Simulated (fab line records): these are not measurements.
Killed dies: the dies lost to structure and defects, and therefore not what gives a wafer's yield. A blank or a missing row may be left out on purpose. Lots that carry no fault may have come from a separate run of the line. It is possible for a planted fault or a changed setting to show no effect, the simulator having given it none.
Check of tool commonality    flow nand-harc    14 lots, 42 wafers sampled

WHY THIS WAS OPENED
On 2 of the 14 lots, a flag is raised at NHARC_A_ONON_D1_THK_MEAS_30 on the reading thk-nm. Fault-free wafers read 995 nm, with a standard deviation of 10.
Rule: flag the lot when none of its wafers has a number, or when each of its wafers that has one lies beyond 4 standard deviations from that mean. The rest of the lots are taken to be sound.

lot   measured      on             thk-nm (nm), wafer by wafer  flag
L803  day 8 04:59   film-metro-01  988 986 988                  
L805  day 8 04:59   film-metro-02  994 994 996                  
L804  day 8 10:47   film-metro-01  990 990 991                  
L807  day 8 23:27   film-metro-02  992 991 991                  
L806  day 8 23:28   film-metro-01  996 997 997                  
L810  day 9 20:14   film-metro-02  1003 1002 1003               
L811  day 9 20:15   film-metro-01  1001 1002 1002               
L812  day 10 11:02  film-metro-01  987 987 986                  
L814  day 10 20:14  film-metro-02  997 998 994                  
L815  day 11 04:13  film-metro-01  978 977 977                  
L816  day 11 04:16  film-metro-01  1048 1049 1047               FLAGGED
L819  day 12 00:20  film-metro-02  1054 1054 1055               FLAGGED
L824  day 13 06:02  film-metro-01  991 990 991                  
L826  day 13 09:32  film-metro-02  1011 1012 1011               
Average over the flagged lots: 1051 nm; offset from the usual +56 nm, equal to +6 standard deviations.

WHICH TOOL EACH LOT WENT THROUGH
2 process steps preceding the reading are held in the record, out of 1159 steps in the route. Read each cell as the tool, then ch plus the chambers that the sampled wafers visited, then the start.
lot   flag     NHARC_A_ZERO_WELL_ETCH_13         NHARC_A_ONON_D1_DEP_28
L803           rie-si-04 ch 0,1,3, day 6 16:37   pecvd-onon-03 ch 0, day 8 04:32
L805           rie-si-01 ch 0,2,3, day 6 19:10   pecvd-onon-01 ch 0, day 8 04:39
L804           rie-si-04 ch 0,2,3, day 7 00:03   pecvd-onon-01 ch 0, day 8 10:16
L807           rie-si-05 ch 0,2,3, day 7 13:02   pecvd-onon-01 ch 0, day 8 23:00
L806           rie-si-01 ch 0,3, day 7 15:41     pecvd-onon-02 ch 0, day 8 22:58
L810           rie-si-01 ch 2,3, day 8 09:11     pecvd-onon-02 ch 0, day 9 19:44
L811           rie-si-04 ch 0,1,3, day 8 10:22   pecvd-onon-03 ch 0, day 9 19:44
L812           rie-si-04 ch 0,1,3, day 8 23:48   pecvd-onon-03 ch 0, day 10 10:32
L814           rie-si-05 ch 0,1,2, day 9 06:23   pecvd-onon-01 ch 0, day 10 19:44
L815           rie-si-05 ch 0,1,3, day 9 18:26   pecvd-onon-01 ch 0, day 11 03:49
L816  FLAGGED  rie-si-01 ch 0,2,3, day 9 19:25   pecvd-onon-03 ch 0, day 11 03:44
L819  FLAGGED  rie-si-05 ch 1,2, day 10 15:19    pecvd-onon-03 ch 0, day 11 23:49
L824           rie-si-04 ch 0,1, day 11 19:55    pecvd-onon-01 ch 0, day 13 05:32
L826           rie-si-01 ch 0,1,3, day 11 23:41  pecvd-onon-01 ch 0, day 13 09:00
What is done by these steps:
- NHARC_A_ZERO_WELL_ETCH_13: etches the open film in HBr/Cl2, target depth 120 nm, time 40.1 s.
- NHARC_A_ONON_D1_DEP_28: target thk 1000 nm.
- NHARC_A_ONON_D1_THK_MEAS_30: measures by ellipsometry.

FLAGGED OVER TOTAL, TOOL BY TOOL (the gauges that took the reading come last)
step                         tool           lots run  flagged  share of the flagged lots  sound lots run after its first flagged lot
NHARC_A_ZERO_WELL_ETCH_13    rie-si-01      5         1        some                       1 (L826)
NHARC_A_ZERO_WELL_ETCH_13    rie-si-04      5         0        none                       -
NHARC_A_ZERO_WELL_ETCH_13    rie-si-05      4         1        some                       0
NHARC_A_ONON_D1_DEP_28       pecvd-onon-01  7         0        none                       -
NHARC_A_ONON_D1_DEP_28       pecvd-onon-02  2         0        none                       -
NHARC_A_ONON_D1_DEP_28       pecvd-onon-03  5         2        all                        0
NHARC_A_ONON_D1_THK_MEAS_30  film-metro-01  8         1        some                       1 (L824)
NHARC_A_ONON_D1_THK_MEAS_30  film-metro-02  6         1        some                       1 (L826)

WHAT IS ALLOWED BY THE TABLE
1 row of the table ran every flagged lot: pecvd-onon-03 at NHARC_A_ONON_D1_DEP_28.
- pecvd-onon-03 at NHARC_A_ONON_D1_DEP_28 ran 5 lots, 2 of them flagged. Last sound lot L812 at day 10 10:32, first flagged lot L816 at day 11 03:44; a fault beginning in between fits.
Just one tool remains: pecvd-onon-03 at NHARC_A_ONON_D1_DEP_28.

WHAT THE SIMULATOR HAD INSERTED
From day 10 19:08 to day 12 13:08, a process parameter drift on pecvd-onon-03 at NHARC_A_ONON_D1_DEP_28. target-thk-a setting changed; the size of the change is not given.
Lots struck among those shown: L816, L819. The same result came from the rule above.
